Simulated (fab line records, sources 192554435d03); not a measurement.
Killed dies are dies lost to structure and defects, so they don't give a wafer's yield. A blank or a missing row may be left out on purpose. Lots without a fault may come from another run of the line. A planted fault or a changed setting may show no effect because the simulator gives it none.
Which tool did it? | flow n5_finfet | 11 lots, 33 wafers sampled, at 2 steps of a route of 1938

WHAT THE GAUGES READ, wafer by wafer
N5_MIM_TOP_LITHO_OVL_MEAS_11.
lot  | measured     | on         | MIM_TOP_OVL (nm)
L180 | day 12 09:32 | overlay-02 | 10 3 0
L181 | day 12 17:15 | overlay-02 | -5 -1 1
L184 | day 13 08:38 | overlay-01 | 3 3 4
L182 | day 13 10:44 | overlay-02 | -3 2 -2
L183 | day 14 03:29 | overlay-02 | -2 -8 4
L189 | day 14 14:37 | overlay-02 | 9 8 -2
L193 | day 15 02:58 | overlay-02 | 9 10 11
L195 | day 16 04:44 | overlay-01 | 3 -4 0
L201 | day 18 03:14 | overlay-01 | -8 2 -10
L203 | day 18 03:42 | overlay-02 | -5 -8 -3
L202 | day 18 12:59 | overlay-01 | -8 -2 -7

WHICH TOOL RAN EACH LOT (tool, then ch and the chambers of the sampled wafers, then the start)
lot  | N5_BEOL_M14_ECD_47
L180 | ecd_cu-01 ch 0,1, day 11 19:18
L181 | ecd_cu-01 ch 0,1, day 12 05:05
L184 | ecd_cu-02 ch 0,1, day 12 18:31
L182 | ecd_cu-01 ch 0, day 12 23:13
L183 | ecd_cu-02 ch 0,1, day 13 16:49
L189 | ecd_cu-02 ch 0,1, day 14 00:29
L193 | ecd_cu-01 ch 0,1, day 14 15:08
L195 | ecd_cu-01 ch 0, day 15 18:36
L201 | ecd_cu-02 ch 0,1, day 17 15:02
L203 | ecd_cu-01 ch 0,1, day 17 18:02
L202 | ecd_cu-02 ch 0,1, day 17 18:24
- N5_BEOL_M14_ECD_47: material Cu, target thk 1248 nm.

WHAT THE TOOLS THEMSELVES READ (means of the sampled wafers that have a number; where no wafer has one, the mark that the record gives instead)
The record holds no such reading with a usual standard deviation.

THE ANSWER, worked out from the rows above alone
Rule: what is usual is taken from the lots themselves. Put in order of their means at a reading, lots are off if they are a third of the lots or fewer, leave a main group of 4 or more, and stand apart from it by a gap of 3 or more times the standard deviation of the main group's means; of several such gaps the widest counts. A main group whose means are all the same, to the digits that the tables above print for the reading, isn't used. A lot without any number at a reading at which 4 lots or more have one is off too. The other lots that the step has rows for count as sound. The gauges are gone through in route order, then the tools' own readings, and for those a lot's mean is taken as printed above. The first step at which some lot is off is used, and at that step the reading that is off furthest; a lot without a number counts as furthest.
No lot is off at any reading shown: from this, nothing can be told.

WHAT THE SIMULATOR HAD PUT IN
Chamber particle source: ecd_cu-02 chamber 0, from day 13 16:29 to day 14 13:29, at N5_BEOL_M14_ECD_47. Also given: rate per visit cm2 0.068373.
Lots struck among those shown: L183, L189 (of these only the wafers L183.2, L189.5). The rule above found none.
